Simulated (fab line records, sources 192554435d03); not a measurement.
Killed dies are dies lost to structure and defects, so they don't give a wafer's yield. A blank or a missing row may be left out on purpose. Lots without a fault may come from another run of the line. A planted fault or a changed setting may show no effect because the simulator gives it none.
Split-lot experiment | flow n5_finfet | 7 lots, 21 wafers read, on a route of 1938 steps

THE SPLIT
At N5_BEOL_M1_ILD_DEP_00 (deposits SiOC from DEMS/O2, target thk 79 nm, time 15.3 s), the setting time_s was moved away from the recipe's 15.3 s on 9 of the 21 wafers read, by -7.4% to +14.2%. The other wafers ran this setting at the recipe's value.

The file shows no step between the split and the reading.

THE READING
M1_ILD_THK, in nm, at N5_BEOL_M1_THK_MEAS_01. Fault-free wafers of this fab line usually give 79.3 nm, standard deviation 1.2 nm.

wafer  | tool, chamber at the split | time_s as run, s | against the recipe | M1_ILD_THK, nm | against lot-mates on the recipe
L075.2 | pecvd-01, 2                | 17.48            | +14.2%             | 89.6           | +9.6
L075.4 | pecvd-01, 0                | 15.3             | recipe             | 80.0           | -
L075.6 | pecvd-01, 2                | 17.48            | +14.2%             | 92.1           | +12.1
L085.2 | pecvd-02, 2                | 15.3             | recipe             | 77.8           | -
L085.3 | pecvd-02, 0                | 15.3             | recipe             | 79.6           | -
L085.5 | pecvd-02, 2                | 15.3             | recipe             | 78.3           | -
L087.1 | pecvd-04, 1                | 16.75            | +9.5%              | 83.9           | +6.2
L087.2 | pecvd-04, 2                | 16.75            | +9.5%              | 84.9           | +7.2
L087.3 | pecvd-04, 0                | 15.3             | recipe             | 77.7           | -
L092.2 | pecvd-02, 1                | 17.28            | +12.9%             | 89.6           | +10.1
L092.5 | pecvd-02, 0                | 15.3             | recipe             | 79.5           | -
L092.6 | pecvd-02, 1                | 15.3             | recipe             | 79.4           | -
L093.1 | pecvd-04, 1                | 15.3             | recipe             | 77.3           | -
L093.4 | pecvd-04, 0                | 14.17            | -7.4%              | 73.6           | -4.7
L093.6 | pecvd-04, 1                | 15.3             | recipe             | 79.3           | -
L094.2 | pecvd-01, 2                | 15.3             | recipe             | 80.0           | -
L094.4 | pecvd-01, 0                | 15.3             | recipe             | 81.9           | -
L094.6 | pecvd-01, 2                | 15.3             | recipe             | 81.2           | -
L097.1 | pecvd-01, 0                | 16.18            | +5.8%              | 84.5           | no lot-mate on the recipe
L097.2 | pecvd-01, 2                | 16.18            | +5.8%              | 83.9           | no lot-mate on the recipe
L097.4 | pecvd-01, 1                | 16.18            | +5.8%              | 85.8           | no lot-mate on the recipe

THE FIT
A straight line over all 21 wafers: M1_ILD_THK changes by +0.762 nm for each +1% of time_s; r = +0.95; the points scatter about the line by 1.5 nm.
The same after taking each lot's own level away (the mean of its wafers on the recipe; 18 wafers): +0.741 nm for each +1%; r = +0.99; scatter 0.81 nm.
On that fit, the largest move of time_s shifts the reading by 11 nm.
The lots' own levels span 77.70 to 81.03 nm, that is 2.8 times the standard deviation above.
So the lot-to-lot level changes the slope little: the two slopes agree.
Check: with one of the wafers moved furthest among these (+14.2%) left out of the fit, the line predicts +11 nm for it against its lot-mates. It came out at +9.6 nm against them.

OTHER SPLITS ON THESE WAFERS
These wafers also went through other splits before the reading. Each is held against what the fit with the lots' levels taken away leaves over:
other split on the same wafers    | wafers away from the commonest value | r with M1_ILD_THK (lot level and that fit taken away)
N5_BEOL_M0_SAQP_HM_DEP_111 time_s | 8                                    | +0.18
N5_BEOL_M0_SAQP_COAT_105 spin_rpm | 7                                    | -0.27

THE WHOLE CHAIN: every reading that the file lists as answering this split, in the file's order
step                   | what it does                                              | reading                                                                            | change (the file's fit)               | r (the file's)
N5_BEOL_M1_ILD_DEP_00  | deposits SiOC from DEMS/O2, target thk 79 nm, time 15.3 s | SiOC_of_BEOL_M1_ILD_DEP_00.thk_nm (the simulator's own value, which no gauge read) | +0.742 nm for each +1% of the setting | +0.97
N5_BEOL_M1_THK_MEAS_01 |                                                           | M1_ILD_THK                                                                         | +0.745 for each +1% of the setting    | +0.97

THE FILE'S OWN FIT
M1_ILD_THK changes by +0.745 nm for each +1% of time_s, r = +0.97.
